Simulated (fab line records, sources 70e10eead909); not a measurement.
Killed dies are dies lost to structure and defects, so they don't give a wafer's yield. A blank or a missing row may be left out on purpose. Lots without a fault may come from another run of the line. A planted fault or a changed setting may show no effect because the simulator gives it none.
Which tool did it? | flow nand_harc | 13 lots, 39 wafers sampled, at 4 steps of a route of 1302

WHAT THE GAUGES READ, wafer by wafer
NHARC_END_SORT_01.
lot  | measured     | on        | killed_at_array | killed_at_other | killed_at_periphery | killed_dies | killed_open | killed_short
L336 | day 25 10:07 | prober-02 | 85 167 81       | 0 1 0           | 6 2 1               | 91 170 82   | 1 2 1       | 1 4 0
L344 | day 32 10:55 | prober-02 | 37 40 42        | 1 0 1           | 1 4 3               | 39 44 46    | 2 1 4       | 0 1 1
L347 | day 33 06:16 | prober-01 | 28 32 37        | 0 1 2           | 4 5 6               | 32 38 45    | 1 6 6       | 1 0 2
L351 | day 33 17:13 | prober-02 | 52 35 44        | 1 2 0           | 2 9 6               | 55 46 50    | 1 5 1       | 4 3 3
L353 | day 34 00:11 | prober-02 | 62 70 62        | 0 0 0           | 2 9 7               | 64 79 69    | 1 7 1       | 1 3 3

WHICH TOOL RAN EACH LOT (tool, then ch and the chambers of the sampled wafers, then the start)
lot  | NHARC_A_STAIRCASE_ALD_420        | NHARC_THIN_TSV_ANNEAL_52         | NHARC_THIN_TSV_CMP_21
L330 | ald_hk-03 ch 1,2, day 16 23:19   | rtp_anneal-01 ch 0, day 23 15:51 | cmp-02 ch 2,3, day 23 16:05
L333 | ald_hk-02 ch 0,1,3, day 17 04:43 | rtp_anneal-01 ch 0, day 23 14:33 | cmp-01 ch 0,2,3, day 23 14:53
L334 | ald_hk-02 ch 1,3, day 18 09:25   | rtp_anneal-02 ch 0, day 24 22:39 | cmp-02 ch 1,3, day 24 23:02
L336 | ald_hk-02 ch 2,3, day 18 16:59   | rtp_anneal-01 ch 0, day 24 21:32 | cmp-02 ch 1,2, day 24 21:47
L338 | ald_hk-04 ch 0,1,2, day 19 14:10 | rtp_anneal-02 ch 0, day 26 11:07 | cmp-03 ch 0,1,2, day 26 11:24
L344 | ald_hk-04 ch 0,1,2, day 22 02:26 | rtp_anneal-02 ch 0, day 31 17:53 | cmp-02 ch 0,1,3, day 31 18:07
L346 | ald_hk-02 ch 0,3, day 22 20:48   | rtp_anneal-02 ch 0, day 31 20:07 | cmp-02 ch 0,2,3, day 31 20:29
L347 | ald_hk-03 ch 0,3, day 23 05:52   | rtp_anneal-01 ch 0, day 31 21:27 | cmp-01 ch 0,2,3, day 31 21:53
L348 | ald_hk-04 ch 0,1,2, day 23 21:08 | rtp_anneal-01 ch 0, day 31 22:32 | cmp-01 ch 1,2,3, day 31 22:53
L350 | ald_hk-02 ch 0,1,2, day 24 21:59 | rtp_anneal-01 ch 0, day 32 02:23 | cmp-02 ch 0,1, day 32 02:44
L351 | ald_hk-02 ch 1,2,3, day 25 00:47 | rtp_anneal-02 ch 0, day 32 01:01 | cmp-03 ch 0,2, day 32 01:20
L352 | ald_hk-04 ch 1,2,3, day 25 16:41 | rtp_anneal-02 ch 0, day 32 15:53 | cmp-01 ch 0,1,3, day 32 16:16
L353 | ald_hk-02 ch 1,2,3, day 26 00:52 | rtp_anneal-02 ch 0, day 32 10:04 | cmp-02 ch 0,2,3, day 32 10:26
- NHARC_A_STAIRCASE_ALD_420: deposits SiO2, target thk 20 nm, pulse time 6 s, ald cycles 200.
- NHARC_THIN_TSV_ANNEAL_52: time 90 s.
- NHARC_THIN_TSV_CMP_21: polishes, t overpolish 30 s, target thk 2000 nm.

WHAT THE TOOLS THEMSELVES READ (means of the sampled wafers that have a number; where no wafer has one, the mark that the record gives instead)
NHARC_A_STAIRCASE_ALD_420.
lot  | tool      | heater_power_w (W) | precursor_pulse_height_rel
L330 | ald_hk-03 | 448                | 0.999
L333 | ald_hk-02 | 495                | 0.993
L334 | ald_hk-02 | 498                | 0.988
L336 | ald_hk-02 | 458                | 0.998
L338 | ald_hk-04 | 515                | 1.014
L344 | ald_hk-04 | 516                | 1.006
L346 | ald_hk-02 | 492                | 1.011
L347 | ald_hk-03 | 454                | 1.007
L348 | ald_hk-04 | 516                | 0.992
L350 | ald_hk-02 | 463                | 0.986
L351 | ald_hk-02 | 464                | 0.996
L352 | ald_hk-04 | 534                | 1.000
L353 | ald_hk-02 | 472                | 1.002

NHARC_THIN_TSV_ANNEAL_52.
lot  | tool          | wafer_temp_C_max
L330 | rtp_anneal-01 | 225.72
L333 | rtp_anneal-01 | 225.82
L334 | rtp_anneal-02 | 225.80
L336 | rtp_anneal-01 | 225.73
L338 | rtp_anneal-02 | 226.02
L344 | rtp_anneal-02 | 225.65
L346 | rtp_anneal-02 | 226.06
L347 | rtp_anneal-01 | 225.65
L348 | rtp_anneal-01 | 225.60
L350 | rtp_anneal-01 | 225.58
L351 | rtp_anneal-02 | 225.96
L352 | rtp_anneal-02 | 225.96
L353 | rtp_anneal-02 | 225.91

NHARC_THIN_TSV_CMP_21.
lot  | tool   | motor_current_A (A) | overpolish_run_s (s) | pad_life_wafers
L330 | cmp-02 | 11.6                | 30.000               | 150
L333 | cmp-01 | 13.2                | 30.010               | 351
L334 | cmp-02 | 10.5                | 29.988               | 284
L336 | cmp-02 | 10.4                | 30.006               | 276
L338 | cmp-03 | 12.8                | 30.004               | 301
L344 | cmp-02 | 10.6                | 30.002               | 170
L346 | cmp-02 | 11.8                | 30.002               | 194
L347 | cmp-01 | 13.0                | 29.998               | 363
L348 | cmp-01 | 12.5                | 30.002               | 368
L350 | cmp-02 | 10.3                | 30.000               | 212
L351 | cmp-03 | 12.1                | 30.002               | 98
L352 | cmp-01 | 12.4                | 30.002               | 14
L353 | cmp-02 | 11.3                | 29.998               | 242

THE ANSWER, worked out from the rows above alone
Rule: what is usual is taken from the lots themselves. Put in order of their means at a reading, lots are off if they are a third of the lots or fewer, leave a main group of 4 or more, and stand apart from it by a gap of 3 or more times the standard deviation of the main group's means; of several such gaps the widest counts. A main group whose means are all the same, to the digits that the tables above print for the reading, isn't used. A lot without any number at a reading at which 4 lots or more have one is off too. The other lots that the step has rows for count as sound. The gauges are gone through in route order, then the tools' own readings, and for those a lot's mean is taken as printed above. The first step at which some lot is off is used, and at that step the reading that is off furthest; a lot without a number counts as furthest.
Off: L336, at NHARC_END_SORT_01 (killed_at_array). The main group: mean 45, standard deviation 12. Neither off nor sound, because the step has no rows for them: L330, L333, L334, L338, L346, L348, L350, L352.
A tool fits if, at a process step before that reading, it ran every lot that is off, and no sound lot after the first of them. The gauges at NHARC_END_SORT_01 are tried like those tools. None of those tried fits.

WHAT THE SIMULATOR HAD PUT IN
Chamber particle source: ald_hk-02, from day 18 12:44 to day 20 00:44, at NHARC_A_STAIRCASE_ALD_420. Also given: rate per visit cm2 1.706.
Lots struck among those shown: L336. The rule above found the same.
